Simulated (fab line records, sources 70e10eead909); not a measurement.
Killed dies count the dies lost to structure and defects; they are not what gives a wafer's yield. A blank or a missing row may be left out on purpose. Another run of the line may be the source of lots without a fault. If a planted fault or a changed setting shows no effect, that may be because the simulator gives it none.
What tool caused it? ; flow nand_harc ; Sampling: 12 lots, 36 wafers, 6 of 1159 route steps

== WHAT THE GAUGES SHOWED, per wafer ==
NHARC_P_START_INSPECT_01.
lot;measured;on;raw_defect_count
L339;day 1 12:02;defect_inspect-01;7 3 5
L341;day 2 00:02;defect_inspect-01;2 3 2
L342;day 2 06:02;defect_inspect-01;3 4 4
L344;day 2 18:02;defect_inspect-01;5 7 3
L345;day 3 00:02;defect_inspect-01;8 3 5
L354;day 5 06:02;defect_inspect-02;2 5 1
L355;day 5 12:02;defect_inspect-02;1 5 3
L357;day 6 00:02;defect_inspect-01;8 1 1
L358;day 6 06:02;defect_inspect-02;5 0 4
L360;day 6 18:02;defect_inspect-01;2 5 4
L361;day 7 00:02;defect_inspect-01;5 5 2
L362;day 7 06:03;defect_inspect-02;6 5 4

NHARC_P_ZERO_WELL_CD_MEAS_24: target cd 720 nm.
lot;measured;on;cd_nm (nm)
L339;day 1 14:28;cd_sem-03;719.5 719.9 720.7
L341;day 2 02:35;cd_sem-02;722.1 721.8 721.7
L342;day 2 08:38;cd_sem-02;720.9 722.0 721.7
L344;day 2 20:35;cd_sem-03;- - -
L345;day 3 02:38;cd_sem-01;719.2 718.2 721.8
L354;day 5 08:34;cd_sem-03;719.2 718.3 719.2
L355;day 5 14:35;cd_sem-02;720.4 719.8 719.3
L357;day 6 02:36;cd_sem-03;723.4 721.2 722.2
L358;day 6 08:20;cd_sem-01;721.4 720.6 720.0
L360;day 6 20:40;cd_sem-02;722.7 721.0 720.3
L361;day 7 02:37;cd_sem-03;721.1 719.2 722.4
L362;day 7 08:23;cd_sem-03;720.1 718.6 721.2

NHARC_P_ZERO_WELL_CD_MEAS_52: target cd 2000 nm.
lot;measured;on;cd_nm (nm)
L339;day 1 17:37;cd_sem-01;2001.5 2001.5 2001.0
L341;day 2 05:52;cd_sem-03;2001.5 2000.7 2000.8
L342;day 2 11:46;cd_sem-01;2000.4 1998.8 1999.0
L344;day 2 23:47;cd_sem-03;2000.4 2000.1 1998.6
L345;day 3 05:47;cd_sem-03;2000.1 1999.9 2000.2
L354;day 5 11:39;cd_sem-03;1999.5 2000.1 2000.7
L355;day 5 17:46;cd_sem-02;2000.8 1999.4 2000.1
L357;day 6 05:46;cd_sem-01;2000.1 1998.5 1999.9
L358;day 6 11:30;cd_sem-03;1999.1 1996.6 1997.8
L360;day 6 23:58;cd_sem-01;1999.1 1998.5 1998.6
L361;day 7 05:46;cd_sem-03;2000.9 1999.6 1998.6
L362;day 7 11:40;cd_sem-01;1999.4 1999.5 1998.7

NHARC_END_SORT_01.
lot;measured;on;killed_at_array;killed_at_other;killed_at_periphery;killed_dies;killed_open;killed_short
L344;day 20 08:32;prober-01;28 38 29;3 2 0;646 637 648;677 677 677;2 1 4;2 4 2
L355;day 23 21:36;prober-01;27 37 27;1 0 0;2 1 0;30 38 27;3 3 1;2 0 1

== WHAT TOOL EACH LOT RAN ON (gives the tool, then ch and the chambers of the sampled wafers, and finally the start) ==
lot;NHARC_P_ZERO_WELL_EXPOSE_21;NHARC_P_ZERO_WELL_DESCUM_26
L339;krf_scanner-04 ch 0, day 1 14:18;rie_diel-05 ch 1,3, day 1 14:38
L341;krf_scanner-01 ch 0, day 2 02:25;rie_diel-11 ch 0,2,3, day 2 02:44
L342;krf_scanner-02 ch 0, day 2 08:28;rie_diel-11 ch 0,1,2, day 2 08:47
L344;krf_scanner-04 ch 0, day 2 20:26;rie_diel-10 ch 0,2, day 2 20:45
L345;krf_scanner-02 ch 0, day 3 02:28;rie_diel-10 ch 0,1,3, day 3 02:48
L354;krf_scanner-02 ch 0, day 5 08:25;rie_diel-10 ch 0,1, day 5 08:46
L355;krf_scanner-04 ch 0, day 5 14:26;rie_diel-10 ch 0,2, day 5 14:46
L357;krf_scanner-02 ch 0, day 6 02:26;rie_diel-05 ch 1,2,3, day 6 02:46
L358;krf_scanner-02 ch 0, day 6 08:11;rie_diel-05 ch 0,2,3, day 6 08:29
L360;krf_scanner-01 ch 0, day 6 20:31;rie_diel-05 ch 1,2,3, day 6 20:52
L361;krf_scanner-02 ch 0, day 7 02:28;rie_diel-10 ch 1,2,3, day 7 02:47
L362;krf_scanner-02 ch 0, day 7 08:14;rie_diel-05 ch 1,3, day 7 08:33
- NHARC_P_ZERO_WELL_EXPOSE_21: exposes mask P NWELL, target cd 720 nm.
- NHARC_P_ZERO_WELL_DESCUM_26: chemistry O2, time 3 s.

== WHAT THE TOOLS THEMSELVES READ (means of the sampled wafers that have a number; where no wafer has one, the mark that the record gives instead) ==
NHARC_P_ZERO_WELL_EXPOSE_21.
lot;tool;focus_offset_nm (nm)
L339;krf_scanner-04;-0.4
L341;krf_scanner-01;0.1
L342;krf_scanner-02;-0.2
L344;krf_scanner-04;-0.5
L345;krf_scanner-02;0.2
L354;krf_scanner-02;-0.4
L355;krf_scanner-04;0.2
L357;krf_scanner-02;0.4
L358;krf_scanner-02;-0.2
L360;krf_scanner-01;-0.8
L361;krf_scanner-02;-0.2
L362;krf_scanner-02;-0.7

NHARC_P_ZERO_WELL_DESCUM_26.
lot;tool;chamber_pressure_mTorr (mTorr);drypump_motor_current_A (A);o2_flow_sccm (sccm);oes_product_au (a.u.);rf_vpp_V (V);showerhead_plenum_p_Torr (Torr);throttle_valve_pct (%)
L339;rie_diel-05;59.98;5.3;200.1;0.992;58.4;1.89;11.306
L341;rie_diel-11;59.97;6.0;200.1;1.006;57.7;1.97;11.314
L342;rie_diel-11;59.98;6.1;199.7;1.005;57.5;1.92;11.304
L344;rie_diel-10;60.00;5.9;199.8;1.000;57.5;1.90;11.314
L345;rie_diel-10;60.01;5.6;200.3;1.001;57.0;1.92;11.314
L354;rie_diel-10;59.96;5.4;199.7;1.013;58.6;1.97;11.313
L355;rie_diel-10;59.98;5.9;200.1;0.995;57.4;1.90;11.311
L357;rie_diel-05;59.99;5.6;200.0;1.002;58.3;1.93;11.310
L358;rie_diel-05;60.01;5.8;199.8;1.000;57.9;1.94;11.305
L360;rie_diel-05;60.01;5.6;200.3;1.005;57.7;1.93;11.316
L361;rie_diel-10;60.02;5.7;200.8;1.003;58.2;1.86;11.308
L362;rie_diel-05;60.03;5.3;200.5;0.997;58.2;1.89;11.309

== THE ANSWER, worked out from the rows above alone ==
Rule: the lots themselves supply what counts as usual. The widest of any qualifying gaps counts: lots, ordered by their means at a reading, are off when they make up no more than a third of the lots, leave a main group of 4 or more, and stand apart from it by 3 or more times the standard deviation of that group's means. If all means in a main group match to the digits the tables above print for the reading, that group is not used. A lot without any number at a reading at which 4 lots or more have one is off too. Any other lot the step has rows for is counted as sound. The gauges are gone through in route order, then the tools' own readings, and for those a lot's mean is taken as printed above. At the first step where some lot is off, the reading lying furthest off is the one used; lots without a number count as furthest.
Off: L344 (NHARC_P_ZERO_WELL_CD_MEAS_24, cd_nm). Without a number there: L344. The main group: mean 720.6 nm, standard deviation 0.99.
If a tool, at a process step before that reading, ran all the lots that are off and no sound lot after the first of them, it fits. Those tools and the gauges at NHARC_P_ZERO_WELL_CD_MEAS_24 are tried in the same way. None of those tried fits.

== WHAT HAD BEEN PUT IN BY THE SIMULATOR ==
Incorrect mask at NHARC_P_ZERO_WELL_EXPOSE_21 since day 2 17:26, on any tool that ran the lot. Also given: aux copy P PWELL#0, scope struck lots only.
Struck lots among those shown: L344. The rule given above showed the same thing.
